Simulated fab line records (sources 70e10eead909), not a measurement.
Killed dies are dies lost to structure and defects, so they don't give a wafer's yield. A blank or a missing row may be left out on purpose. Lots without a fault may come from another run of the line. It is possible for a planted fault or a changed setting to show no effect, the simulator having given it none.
The tool behind it: which one? || flow nand-harc || 13 lots with 38 wafers sampled at 6 steps, on a route of 1302 steps

## WHAT THE GAUGES SHOWED, per wafer
NHARC_P_ZERO_WELL_CD_MEAS_11: target cd 500 nm.
{"lot": "L599", "measured": "day 2 07:07", "on": "cd-sem-03", "cd-nm (nm)": "497.0 498.7 500.1"}
{"lot": "L600", "measured": "day 2 17:16", "on": "cd-sem-03", "cd-nm (nm)": "499.1 499.5 499.9"}
{"lot": "L601", "measured": "day 3 03:37", "on": "cd-sem-01", "cd-nm (nm)": "501.3 501.2 499.4"}
{"lot": "L602", "measured": "day 3 13:14", "on": "cd-sem-01", "cd-nm (nm)": "501.1 499.0 501.3"}
{"lot": "L603", "measured": "day 4 09:14", "on": "cd-sem-01", "cd-nm (nm)": "499.6 523.6 522.7"}
{"lot": "L604", "measured": "day 4 09:17", "on": "cd-sem-03", "cd-nm (nm)": "497.7 498.4 499.1"}
{"lot": "L606", "measured": "day 5 05:24", "on": "cd-sem-02", "cd-nm (nm)": "499.4 522.6"}
{"lot": "L608", "measured": "day 6 01:07", "on": "cd-sem-03", "cd-nm (nm)": "496.5 518.9 519.5"}
{"lot": "L613", "measured": "day 8 03:14", "on": "cd-sem-02", "cd-nm (nm)": "500.4 502.7 500.4"}
{"lot": "L614", "measured": "day 8 13:15", "on": "cd-sem-03", "cd-nm (nm)": "499.7 501.2 500.0"}
{"lot": "L617", "measured": "day 9 19:14", "on": "cd-sem-02", "cd-nm (nm)": "501.9 499.2 501.1"}
{"lot": "L620", "measured": "day 11 01:15", "on": "cd-sem-01", "cd-nm (nm)": "498.8 498.2 499.8"}
{"lot": "L621", "measured": "day 11 11:14", "on": "cd-sem-01", "cd-nm (nm)": "499.4 500.1 499.3"}

NHARC_P_ZERO_WELL_CD_MEAS_37: target cd 720 nm.
{"lot": "L599", "measured": "day 2 11:29", "on": "cd-sem-03", "cd-nm (nm)": "721.1 720.5 721.7"}
{"lot": "L600", "measured": "day 2 20:14", "on": "cd-sem-03", "cd-nm (nm)": "720.5 717.7 719.4"}
{"lot": "L601", "measured": "day 3 06:28", "on": "cd-sem-03", "cd-nm (nm)": "721.1 721.9 722.4"}
{"lot": "L602", "measured": "day 3 16:28", "on": "cd-sem-01", "cd-nm (nm)": "723.5 718.9 721.3"}
{"lot": "L603", "measured": "day 4 12:14", "on": "cd-sem-01", "cd-nm (nm)": "720.0 721.6 720.5"}
{"lot": "L604", "measured": "day 4 12:24", "on": "cd-sem-02", "cd-nm (nm)": "718.2 718.0 719.5"}
{"lot": "L606", "measured": "day 5 08:11", "on": "cd-sem-03", "cd-nm (nm)": "718.0 720.4"}
{"lot": "L608", "measured": "day 6 05:34", "on": "cd-sem-03", "cd-nm (nm)": "720.6 720.7 721.7"}
{"lot": "L613", "measured": "day 8 06:50", "on": "cd-sem-03", "cd-nm (nm)": "720.0 719.2 718.6"}
{"lot": "L614", "measured": "day 8 16:09", "on": "cd-sem-01", "cd-nm (nm)": "719.2 719.9 721.0"}
{"lot": "L617", "measured": "day 9 22:04", "on": "cd-sem-01", "cd-nm (nm)": "717.7 718.5 719.7"}
{"lot": "L620", "measured": "day 11 04:16", "on": "cd-sem-02", "cd-nm (nm)": "721.1 722.5 722.9"}
{"lot": "L621", "measured": "day 11 14:14", "on": "cd-sem-02", "cd-nm (nm)": "721.5 720.4 720.4"}

NHARC_END_SORT_01.
{"lot": "L603", "measured": "day 26 20:16", "on": "prober-01", "killed-at-array": "85 75 54", "killed-at-other": "1 1 1", "killed-at-periphery": "6 7 5", "killed-dies": "92 83 60", "killed-open": "4 5 4", "killed-short": "8 2 1"}
{"lot": "L606", "measured": "day 28 06:15", "on": "prober-02", "killed-at-array": "57 68", "killed-at-other": "2 1", "killed-at-periphery": "2 1", "killed-dies": "61 70", "killed-open": "1 3", "killed-short": "2 4"}
{"lot": "L608", "measured": "day 28 14:04", "on": "prober-01", "killed-at-array": "40 23 37", "killed-at-other": "2 1 1", "killed-at-periphery": "2 2 1", "killed-dies": "44 26 39", "killed-open": "3 3 7", "killed-short": "2 1 4"}
{"lot": "L613", "measured": "day 30 03:07", "on": "prober-01", "killed-at-array": "68 70 72", "killed-at-other": "0 0 0", "killed-at-periphery": "1 1 3", "killed-dies": "69 71 75", "killed-open": "2 4 0", "killed-short": "4 1 3"}
{"lot": "L621", "measured": "day 34 13:49", "on": "prober-01", "killed-at-array": "19 26 20", "killed-at-other": "2 4 4", "killed-at-periphery": "3 8 7", "killed-dies": "24 38 31", "killed-open": "2 8 5", "killed-short": "3 0 3"}

## WHAT TOOL EACH LOT RAN ON (gives the tool, then ch and the chambers of the sampled wafers, and finally the start)
{"lot": "L599", "NHARC_P_ZERO_WELL_PEB_09": "litho-track-02 ch 0, day 2 07:02", "NHARC_P_STI_ETCH_42": "rie-diel-03 ch 0,1,2, day 3 09:28", "NHARC_P_STI_ETCH_15": "rie-si-02 ch 0,1,3, day 3 09:40"}
{"lot": "L600", "NHARC_P_ZERO_WELL_PEB_09": "litho-track-02 ch 0, day 2 17:10", "NHARC_P_STI_ETCH_42": "rie-diel-01 ch 0,1,2, day 3 17:09", "NHARC_P_STI_ETCH_15": "rie-si-02 ch 1,2,3, day 3 17:22"}
{"lot": "L601", "NHARC_P_ZERO_WELL_PEB_09": "litho-track-02 ch 0, day 3 03:31", "NHARC_P_STI_ETCH_42": "rie-diel-03 ch 0,1,3, day 4 00:49", "NHARC_P_STI_ETCH_15": "rie-si-02 ch 2,3, day 4 01:01"}
{"lot": "L602", "NHARC_P_ZERO_WELL_PEB_09": "litho-track-02 ch 0, day 3 13:09", "NHARC_P_STI_ETCH_42": "rie-diel-01 ch 0,2,3, day 4 12:20", "NHARC_P_STI_ETCH_15": "rie-si-02 ch 1,3, day 4 12:32"}
{"lot": "L603", "NHARC_P_ZERO_WELL_PEB_09": "litho-track-02 ch 0, day 4 09:09", "NHARC_P_STI_ETCH_42": "rie-diel-11 ch 0,1,2, day 5 08:50", "NHARC_P_STI_ETCH_15": "rie-si-03 ch 1,3, day 5 09:02"}
{"lot": "L604", "NHARC_P_ZERO_WELL_PEB_09": "litho-track-05 ch 0, day 4 09:11", "NHARC_P_STI_ETCH_42": "rie-diel-01 ch 0,1, day 5 08:41", "NHARC_P_STI_ETCH_15": "rie-si-05 ch 0,2, day 5 08:52"}
{"lot": "L606", "NHARC_P_ZERO_WELL_PEB_09": "litho-track-02 ch 0, day 5 05:19", "NHARC_P_STI_ETCH_42": "rie-diel-11 ch 2,3, day 6 02:40", "NHARC_P_STI_ETCH_15": "rie-si-05 ch 0, day 6 02:52"}
{"lot": "L608", "NHARC_P_ZERO_WELL_PEB_09": "litho-track-02 ch 0, day 6 01:02", "NHARC_P_STI_ETCH_42": "rie-diel-01 ch 0,2, day 7 02:16", "NHARC_P_STI_ETCH_15": "rie-si-03 ch 0,2,3, day 7 02:29"}
{"lot": "L613", "NHARC_P_ZERO_WELL_PEB_09": "litho-track-03 ch 0, day 8 03:10", "NHARC_P_STI_ETCH_42": "rie-diel-01 ch 1,2,3, day 9 02:27", "NHARC_P_STI_ETCH_15": "rie-si-05 ch 1,2,3, day 9 02:38"}
{"lot": "L614", "NHARC_P_ZERO_WELL_PEB_09": "litho-track-03 ch 0, day 8 13:10", "NHARC_P_STI_ETCH_42": "rie-diel-01 ch 0,1,2, day 9 11:07", "NHARC_P_STI_ETCH_15": "rie-si-05 ch 1,2,3, day 9 11:19"}
{"lot": "L617", "NHARC_P_ZERO_WELL_PEB_09": "litho-track-03 ch 0, day 9 19:09", "NHARC_P_STI_ETCH_42": "rie-diel-11 ch 0,1,2, day 10 19:43", "NHARC_P_STI_ETCH_15": "rie-si-03 ch 0,2,3, day 10 19:54"}
{"lot": "L620", "NHARC_P_ZERO_WELL_PEB_09": "litho-track-02 ch 0, day 11 01:10", "NHARC_P_STI_ETCH_42": "rie-diel-01 ch 0,1,3, day 11 22:34", "NHARC_P_STI_ETCH_15": "rie-si-05 ch 0,1,3, day 11 22:45"}
{"lot": "L621", "NHARC_P_ZERO_WELL_PEB_09": "litho-track-02 ch 0, day 11 11:10", "NHARC_P_STI_ETCH_42": "rie-diel-03 ch 0,1,2, day 12 08:30", "NHARC_P_STI_ETCH_15": "rie-si-02 ch 1,2,3, day 12 08:44"}
- NHARC_P_ZERO_WELL_PEB_09: peb time 80 s.
- NHARC_P_STI_ETCH_42: etches the open film in N2/H2, target depth 80 nm, overetch 24 nm, time 61 s.
- NHARC_P_STI_ETCH_15: etches the open film in HBr/Cl2, target depth 300 nm, time 100.1 s.

## WHAT THE TOOLS THEMSELVES READ (means of the sampled wafers that have a number; where no wafer has one, the mark that the record gives instead)
NHARC_P_STI_ETCH_42.
{"lot": "L599", "tool": "rie-diel-03", "drypump-motor-current-A (A)": 5.6, "oes-product-au (a.u.)": 1.001, "rf-vpp-V (V)": 428, "showerhead-plenum-p-Torr (Torr)": 1.93, "throttle-valve-pct (%)": 14.172}
{"lot": "L600", "tool": "rie-diel-01", "drypump-motor-current-A (A)": 5.5, "oes-product-au (a.u.)": 1.007, "rf-vpp-V (V)": 432, "showerhead-plenum-p-Torr (Torr)": 2.13, "throttle-valve-pct (%)": 14.180}
{"lot": "L601", "tool": "rie-diel-03", "drypump-motor-current-A (A)": 5.7, "oes-product-au (a.u.)": 0.991, "rf-vpp-V (V)": 430, "showerhead-plenum-p-Torr (Torr)": 2.00, "throttle-valve-pct (%)": 14.179}
{"lot": "L602", "tool": "rie-diel-01", "drypump-motor-current-A (A)": 5.5, "oes-product-au (a.u.)": 1.003, "rf-vpp-V (V)": 431, "showerhead-plenum-p-Torr (Torr)": 2.08, "throttle-valve-pct (%)": 14.173}
{"lot": "L603", "tool": "rie-diel-11", "drypump-motor-current-A (A)": 5.7, "oes-product-au (a.u.)": 1.001, "rf-vpp-V (V)": 431, "showerhead-plenum-p-Torr (Torr)": 2.05, "throttle-valve-pct (%)": 14.168}
{"lot": "L604", "tool": "rie-diel-01", "drypump-motor-current-A (A)": 5.5, "oes-product-au (a.u.)": 1.000, "rf-vpp-V (V)": 433, "showerhead-plenum-p-Torr (Torr)": 2.11, "throttle-valve-pct (%)": 14.177}
{"lot": "L606", "tool": "rie-diel-11", "drypump-motor-current-A (A)": 5.4, "oes-product-au (a.u.)": 1.008, "rf-vpp-V (V)": 428, "showerhead-plenum-p-Torr (Torr)": 1.96, "throttle-valve-pct (%)": 14.171}
{"lot": "L608", "tool": "rie-diel-01", "drypump-motor-current-A (A)": 5.6, "oes-product-au (a.u.)": 0.999, "rf-vpp-V (V)": 434, "showerhead-plenum-p-Torr (Torr)": 2.17, "throttle-valve-pct (%)": 14.174}
{"lot": "L613", "tool": "rie-diel-01", "drypump-motor-current-A (A)": 5.5, "oes-product-au (a.u.)": 1.005, "rf-vpp-V (V)": 430, "showerhead-plenum-p-Torr (Torr)": 2.02, "throttle-valve-pct (%)": 14.169}
{"lot": "L614", "tool": "rie-diel-01", "drypump-motor-current-A (A)": 5.6, "oes-product-au (a.u.)": 1.007, "rf-vpp-V (V)": 433, "showerhead-plenum-p-Torr (Torr)": 2.12, "throttle-valve-pct (%)": 14.169}
{"lot": "L617", "tool": "rie-diel-11", "drypump-motor-current-A (A)": 5.6, "oes-product-au (a.u.)": 0.997, "rf-vpp-V (V)": 430, "showerhead-plenum-p-Torr (Torr)": 2.05, "throttle-valve-pct (%)": 14.167}
{"lot": "L620", "tool": "rie-diel-01", "drypump-motor-current-A (A)": 5.4, "oes-product-au (a.u.)": 0.995, "rf-vpp-V (V)": 431, "showerhead-plenum-p-Torr (Torr)": 2.05, "throttle-valve-pct (%)": 14.180}
{"lot": "L621", "tool": "rie-diel-03", "drypump-motor-current-A (A)": 5.7, "oes-product-au (a.u.)": 0.991, "rf-vpp-V (V)": 428, "showerhead-plenum-p-Torr (Torr)": 1.92, "throttle-valve-pct (%)": 14.168}

NHARC_P_STI_ETCH_15.
{"lot": "L599", "tool": "rie-si-02", "drypump-motor-current-A (A)": 5.69, "oes-product-au (a.u.)": 1.006, "throttle-valve-pct (%)": 26.406}
{"lot": "L600", "tool": "rie-si-02", "drypump-motor-current-A (A)": 5.68, "oes-product-au (a.u.)": 0.998, "throttle-valve-pct (%)": 26.400}
{"lot": "L601", "tool": "rie-si-02", "drypump-motor-current-A (A)": 5.78, "oes-product-au (a.u.)": 0.997, "throttle-valve-pct (%)": 26.414}
{"lot": "L602", "tool": "rie-si-02", "drypump-motor-current-A (A)": 5.61, "oes-product-au (a.u.)": 1.002, "throttle-valve-pct (%)": 26.405}
{"lot": "L603", "tool": "rie-si-03", "drypump-motor-current-A (A)": 6.13, "oes-product-au (a.u.)": 0.992, "throttle-valve-pct (%)": 26.401}
{"lot": "L604", "tool": "rie-si-05", "drypump-motor-current-A (A)": 5.52, "oes-product-au (a.u.)": 1.011, "throttle-valve-pct (%)": 26.407}
{"lot": "L606", "tool": "rie-si-05", "drypump-motor-current-A (A)": 5.47, "oes-product-au (a.u.)": 1.005, "throttle-valve-pct (%)": 26.416}
{"lot": "L608", "tool": "rie-si-03", "drypump-motor-current-A (A)": 5.69, "oes-product-au (a.u.)": 1.010, "throttle-valve-pct (%)": 26.398}
{"lot": "L613", "tool": "rie-si-05", "drypump-motor-current-A (A)": 5.48, "oes-product-au (a.u.)": 0.998, "throttle-valve-pct (%)": 26.407}
{"lot": "L614", "tool": "rie-si-05", "drypump-motor-current-A (A)": 5.45, "oes-product-au (a.u.)": 1.001, "throttle-valve-pct (%)": 26.405}
{"lot": "L617", "tool": "rie-si-03", "drypump-motor-current-A (A)": 5.68, "oes-product-au (a.u.)": 1.014, "throttle-valve-pct (%)": 26.397}
{"lot": "L620", "tool": "rie-si-05", "drypump-motor-current-A (A)": 5.45, "oes-product-au (a.u.)": 1.001, "throttle-valve-pct (%)": 26.399}
{"lot": "L621", "tool": "rie-si-02", "drypump-motor-current-A (A)": 5.70, "oes-product-au (a.u.)": 0.992, "throttle-valve-pct (%)": 26.408}

## THE ANSWER, worked out from the rows above alone
Rule: the usual values come from the lots themselves. Put in order of their means at a reading, lots are off if they are a third of the lots or fewer, leave a main group of 4 or more, and stand apart from it by a gap of 3 or more times the standard deviation of the main group's means; of several such gaps the widest counts. If all means in a main group match to the digits the tables above print for the reading, that group is not used. Also off: a lot with no number at a reading for which 4 or more lots have one. Where the step has rows for the other lots, those lots are counted as sound. First the gauges in route order, then the tools' own readings, where a lot's mean is used as printed above. At the first step where some lot is off, the reading lying furthest off is the one used; lots without a number count as furthest.
Off: L603, L606, L608, at NHARC_P_ZERO_WELL_CD_MEAS_11 (cd-nm). Main group: mean 499.8 nm, sd 0.92.
A tool fits if, at a process step before that reading, it ran every lot that is off, and no sound lot after the first of them. The gauges at NHARC_P_ZERO_WELL_CD_MEAS_11 are tried like those tools. Of those tried, none fits.

## WHAT THE SIMULATOR HAD PUT IN
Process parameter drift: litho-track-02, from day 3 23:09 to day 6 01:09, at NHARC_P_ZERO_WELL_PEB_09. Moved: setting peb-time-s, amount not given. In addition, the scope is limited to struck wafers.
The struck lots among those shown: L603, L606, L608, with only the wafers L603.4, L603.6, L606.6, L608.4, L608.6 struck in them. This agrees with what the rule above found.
